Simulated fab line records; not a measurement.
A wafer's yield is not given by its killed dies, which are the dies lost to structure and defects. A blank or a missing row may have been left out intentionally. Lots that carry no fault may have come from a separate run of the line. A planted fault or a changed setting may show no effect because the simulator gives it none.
Which tool is to blame?    flow n5 finfet    Sampling: 12 lots, 36 wafers, 2 of 1938 route steps

WHAT THE GAUGES READ, wafer by wafer
N5_BEOL_M5_THK_MEAS_53: measures by xrf.
lot   measured      on             M5_THK (nm)
L914  day 8 14:01   film metro-02  61.9 61.6 58.9
L916  day 9 05:35   film metro-01  62.7 62.7 63.0
L921  day 9 21:13   film metro-02  61.2 61.9 61.6
L922  day 10 06:17  film metro-01  60.9 62.1 61.2
L923  day 10 15:41  film metro-02  59.3 61.4 62.3
L925  day 11 18:03  film metro-01  63.8 63.6 62.9
L927  day 11 18:32  film metro-02  63.2 64.0 65.9
L926  day 12 03:20  film metro-02  61.8 62.3 61.4
L934  day 13 18:58  film metro-01  65.1 64.2 63.6
L936  day 14 09:54  film metro-02  60.3 62.9 61.8
L935  day 14 10:36  film metro-01  60.8 61.5 62.5
L937  day 14 14:31  film metro-01  61.3 63.0 61.0

EACH LOT AND THE TOOL THAT RAN IT (in order: tool; ch and the chambers of the sampled wafers; start)
lot   N5_BEOL_M5_CMP_52
L914  cmp-02 ch 0,2,3, day 8 13:44
L916  cmp-01 ch 1,2,3, day 9 05:19
L921  cmp-01 ch 0,1, day 9 20:58
L922  cmp-03 ch 0,2, day 10 06:02
L923  cmp-03 ch 1,3, day 10 15:23
L925  cmp-01 ch 0,1,3, day 11 17:45
L927  cmp-03 ch 0,2,3, day 11 18:19
L926  cmp-02 ch 0,2,3, day 12 03:04
L934  cmp-01 ch 1,2,3, day 13 18:40
L936  cmp-01 ch 2,3, day 14 09:37
L935  cmp-01 ch 0,2,3, day 14 10:18
L937  cmp-02 ch 1,2,3, day 14 14:17
- N5_BEOL_M5_CMP_52: polishes, stops on SiCOH lowk, t overpolish 6.9 s, target thk 62 nm.

AS READ BY THE TOOLS THEMSELVES (means over the sampled wafers that have a number; for cases with no such wafer, the mark the record gives instead)
N5_BEOL_M5_CMP_52.
lot   tool    barrier field endpoint s (s)  motor current A (A)  overpolish run s (s)  time to endpoint s (s)
L914  cmp-02  24.2                          6.3                  6.904                 59
L916  cmp-01  24.7                          6.4                  6.900                 65
L921  cmp-01  24.5                          6.2                  6.896                 62
L922  cmp-03  23.8                          6.2                  6.899                 61
L923  cmp-03  24.1                          6.7                  6.890                 62
L925  cmp-01  24.6                          5.9                  6.906                 64
L927  cmp-03  25.1                          6.2                  6.907                 65
L926  cmp-02  23.6                          6.2                  6.901                 60
L934  cmp-01  24.5                          6.1                  6.895                 63
L936  cmp-01  24.6                          6.3                  6.900                 65
L935  cmp-01  24.4                          6.1                  6.903                 64
L937  cmp-02  24.0                          6.2                  6.897                 61

THE ANSWER, worked out from the rows above alone
Rule: the usual values come from the lots themselves. The widest of any qualifying gaps counts: lots, ordered by their means at a reading, are off when they make up no more than a third of the lots, leave a main group of 4 or more, and stand apart from it by 3 or more times the standard deviation of that group's means. A main group whose means are all the same, to the digits that the tables above print for the reading, isn't used. A lot without any number at a reading at which 4 lots or more have one is off too. The other lots that the step has rows for count as sound. Order of review: gauges by route order, followed by the tools' own readings, for which a lot's mean as printed above is used. At the first step where some lot is off, the reading lying furthest off is the one used; lots without a number count as furthest.
None of the lots is off at any reading shown; this tells nothing.

WHAT THE SIMULATOR PUT IN
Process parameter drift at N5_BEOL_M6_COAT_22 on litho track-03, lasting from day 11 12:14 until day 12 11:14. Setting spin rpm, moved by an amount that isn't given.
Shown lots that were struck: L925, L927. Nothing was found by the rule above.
